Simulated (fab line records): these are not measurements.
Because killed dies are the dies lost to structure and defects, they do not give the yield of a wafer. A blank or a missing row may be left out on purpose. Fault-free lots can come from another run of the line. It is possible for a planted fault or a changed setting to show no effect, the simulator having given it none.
Split-lot study | flow n5 finfet | 21 wafers read across 7 lots, on a route 1938 steps long

## SPLIT DETAILS
At N5_BEOL_M9_EXPOSE_08 (exposes mask M9), the setting dose mj was moved away from the recipe's 53.75 on 10 of the 21 wafers read, by -5.6% to +5.6%. All remaining wafers had this setting at the recipe value.

## FROM THE SPLIT TO THE READING: what the file shows between them, 14 steps
- N5_BEOL_M9_PEB_09: peb time 60 s
- N5_BEOL_M9_DEVELOP_10: develop time 30 s
- N5_BEOL_M9_CD_MEAS_11: target cd 64.1 nm
- N5_BEOL_M9_DESCUM_16: chemistry O2, time 7.9 s
- N5_BEOL_M9_ETCH_61: etches SiARC in CF4, target depth 39 nm, time 65 s
- N5_BEOL_M9_ETCH_62: etches SOC in N2/H2, target depth 110 nm, overetch 22 nm, time 165 s
- N5_BEOL_M9_STRIP_68: strips in N2/H2
- N5_BEOL_M9_HM_OPEN_17: chemistry Cl2/BCl3, target TiN, target depth 20 nm, overetch 6 nm
- N5_BEOL_M9_STRIP_19: strips in O2
- N5_BEOL_M9_CD_MEAS_18: pitch 140 nm, target cd 70 nm
- N5_BEOL_M9_COAT_63: time 60 s, resist thk 60 nm
- N5_BEOL_M9_COAT_64: time 60 s, resist thk 12 nm
- N5_BEOL_M9_PRECLEAN_42: cleans in residue remover, time 60 s
- N5_BEOL_M9_SRD_43: time 30 s

## THE READING
cd nm, in nm, at N5_BEOL_M9_CD_MEAS_35 (target cd 70 nm, target cd y 40 nm). On this fab line, fault-free wafers typically give 70.1 nm with a standard deviation of 0.68 nm.

wafer  | tool, chamber at the split | dose mj as run | against the recipe | cd nm, nm | against lot-mates on the recipe
L078.1 | arfi scanner-03, 0         | 54.91          | +2.2%              | 71.0      | +0.9
L078.4 | arfi scanner-03, 0         | 53.75          | recipe             | 70.6      | -
L078.5 | arfi scanner-03, 0         | 53.75          | recipe             | 69.6      | -
L081.2 | arfi scanner-03, 0         | 52.43          | -2.5%              | 67.9      | -3.2
L081.3 | arfi scanner-03, 0         | 52.43          | -2.5%              | 69.5      | -1.6
L081.5 | arfi scanner-03, 0         | 53.75          | recipe             | 71.1      | -
L080.3 | arfi scanner-03, 0         | 52.18          | -2.9%              | 68.2      | -1.6
L080.4 | arfi scanner-03, 0         | 53.75          | recipe             | 70.0      | -
L080.6 | arfi scanner-03, 0         | 53.75          | recipe             | 69.6      | -
L088.1 | arfi scanner-02, 0         | 56.77          | +5.6%              | 72.6      | +2.2
L088.3 | arfi scanner-02, 0         | 56.77          | +5.6%              | 73.4      | +3.0
L088.5 | arfi scanner-02, 0         | 53.75          | recipe             | 70.4      | -
L091.1 | arfi scanner-01, 0         | 53.75          | recipe             | 71.3      | -
L091.2 | arfi scanner-01, 0         | 53.75          | recipe             | 70.9      | -
L091.6 | arfi scanner-01, 0         | 53.75          | recipe             | 70.4      | -
L093.1 | arfi scanner-03, 0         | 55.96          | +4.1%              | 72.5      | +3.2
L093.2 | arfi scanner-03, 0         | 55.96          | +4.1%              | 72.5      | +3.2
L093.4 | arfi scanner-03, 0         | 53.75          | recipe             | 69.3      | -
L096.2 | arfi scanner-02, 0         | 50.74          | -5.6%              | 67.7      | -3.4
L096.5 | arfi scanner-02, 0         | 50.74          | -5.6%              | 67.1      | -4.0
L096.6 | arfi scanner-02, 0         | 53.75          | recipe             | 71.1      | -

FIT RESULTS
A straight line over all 21 wafers: cd nm changes by +0.522 nm for each +1% of dose mj; r = +0.93; the points scatter about the line by 0.62 nm.
The same after taking each lot's own level away (the mean of its wafers on the recipe; 21 wafers): +0.626 nm for each +1%; r = +0.96; scatter 0.59 nm.
On that fit, the largest move of dose mj shifts the reading by 3.5 nm.
The span of the lots' own levels, 69.30 to 71.10 nm, comes to 2.6 times the standard deviation stated above.
So the lot-to-lot level changes the slope: the two fits differ.
Check: for one of the wafers moved furthest among these (+5.6%), held out of the fit, the line's prediction against its lot-mates is +3.69 nm. It came out at +2.2 nm against them.

## OTHER SPLITS APPLIED TO THESE WAFERS
Before the reading, these wafers also passed through other splits. Each is held against what the fit with the lots' levels taken away leaves over:
other split on the same wafers | wafers away from the commonest value | r with cd nm (lot level and that fit taken away)
N5_BEOL_M9_ILD_DEP_00 time s   | 8                                    | +0.30

## THE WHOLE CHAIN: every reading that the file lists as answering this split, in the file's order
step                  | what it does                                       | reading                                                               | change (the file's fit)               | r (the file's)
N5_BEOL_M9_CD_MEAS_11 | target cd 64.1 nm                                  | cd nm                                                                 | +0.602 nm for each +1% of the setting | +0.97
N5_BEOL_M9_ETCH_61    | etches SiARC in CF4, target depth 39 nm, time 65 s | BEOL_M9.cd offset nm (the simulator's own value, which no gauge read) | +0.597 nm for each +1% of the setting | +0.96
N5_BEOL_M9_CD_MEAS_18 | pitch 140 nm, target cd 70 nm                      | cd nm                                                                 | +0.605 nm for each +1% of the setting | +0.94
N5_BEOL_M9_CD_MEAS_35 | target cd 70 nm, target cd y 40 nm                 | cd nm                                                                 | +0.614 nm for each +1% of the setting | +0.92

## THE FILE'S OWN FIT
cd nm changes by +0.614 nm for each +1% of dose mj, r = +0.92.
